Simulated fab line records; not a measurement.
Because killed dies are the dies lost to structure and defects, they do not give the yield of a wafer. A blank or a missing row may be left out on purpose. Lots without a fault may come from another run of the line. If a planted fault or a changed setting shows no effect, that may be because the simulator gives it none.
Matching of chambers | flow n5-finfet | 4 sister chambers for N5_BEOL_M10_ETCH_61 on rie-diel-05
The step etches SiARC in CF4, target depth 39 nm, time 65 s. 14 wafers are shown with their chamber, then 7 later ones without.

== EACH WAFER AND ITS CHAMBER ==
wafer  | chamber | drypump-motor-current-A (A) | throttle-valve-pct (%) | etch-rf-on-time-s (s)
L080.1 | 2       | 6.3                         | 15.82                  | 64.9
L080.5 | 0       | 6.5                         | 15.12                  | 63.3
L080.6 | 1       | 6.4                         | 15.92                  | 64.6
L079.1 | 1       | 6.5                         | 15.93                  | 64.9
L079.4 | 3       | 5.4                         | 16.15                  | 65.2
L079.5 | 0       | 6.5                         | 15.13                  | 63.7
L084.1 | 1       | 6.5                         | 15.42                  | 65.0
L084.2 | 2       | 6.2                         | 15.84                  | 65.4
L084.4 | 2       | 6.3                         | 15.86                  | 65.6
L085.2 | 2       | 6.3                         | 15.86                  | 65.0
L085.3 | 0       | 6.5                         | 15.16                  | 62.8
L085.5 | 2       | 6.3                         | 15.87                  | 65.2
L096.2 | 0       | 6.5                         | 15.18                  | 63.9
L096.4 | 3       | 5.4                         | 15.64                  | 63.6

SIGNATURES (means of the wafers above)
reading                 | chamber 0 | chamber 1 | chamber 2 | chamber 3 | scatter within a chamber
drypump-motor-current-A | 6.500     | 6.467     | 6.280     | 5.400     | 0.0383
throttle-valve-pct      | 15.1475   | 15.7567   | 15.8500   | 15.8950   | 0.174
etch-rf-on-time-s       | 63.425    | 64.833    | 65.220    | 64.400    | 0.49
Rule: for a wafer and a chamber, the distance is found by dividing, reading by reading, the gap between the wafer's reading and the chamber's mean by the reading's scatter, squaring, summing and taking the root. The wafer belongs to the nearest chamber; if the next one is less than 2 further off, it can't be placed. The scatter: the root of (the sum of the squares of (reading less its chamber's mean) over the shown wafers, divided by (wafers less chambers)).

== WAFERS MISSING THEIR CHAMBER ==
wafer  | drypump-motor-current-A (A) | throttle-valve-pct (%) | etch-rf-on-time-s (s)
L096.6 | 6.5                         | 15.48                  | 65.8
L094.1 | 6.5                         | 15.50                  | 65.4
L094.2 | 5.4                         | 15.68                  | 64.3
L094.4 | 6.4                         | 15.19                  | 64.0
L090.2 | 5.4                         | 15.68                  | 62.8
L090.4 | 6.5                         | 15.49                  | 64.7
L090.6 | 6.5                         | 15.50                  | 64.4

== WHICH CHAMBER EACH WENT THROUGH ==
wafer  | from the rows above     | in truth
L096.6 | 1                       | 1
L094.1 | 1                       | 1
L094.2 | 3                       | 3
L094.4 | can't be placed: 0 or 1 | 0
L090.2 | 3                       | 3
L090.4 | can't be placed: 1 or 0 | 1
L090.6 | can't be placed: 1 or 0 | 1
Correct placement for 4 of the 7. Can't be placed from these rows: 3 (the true chamber is among the candidates in 3). Wrongly placed: 0.
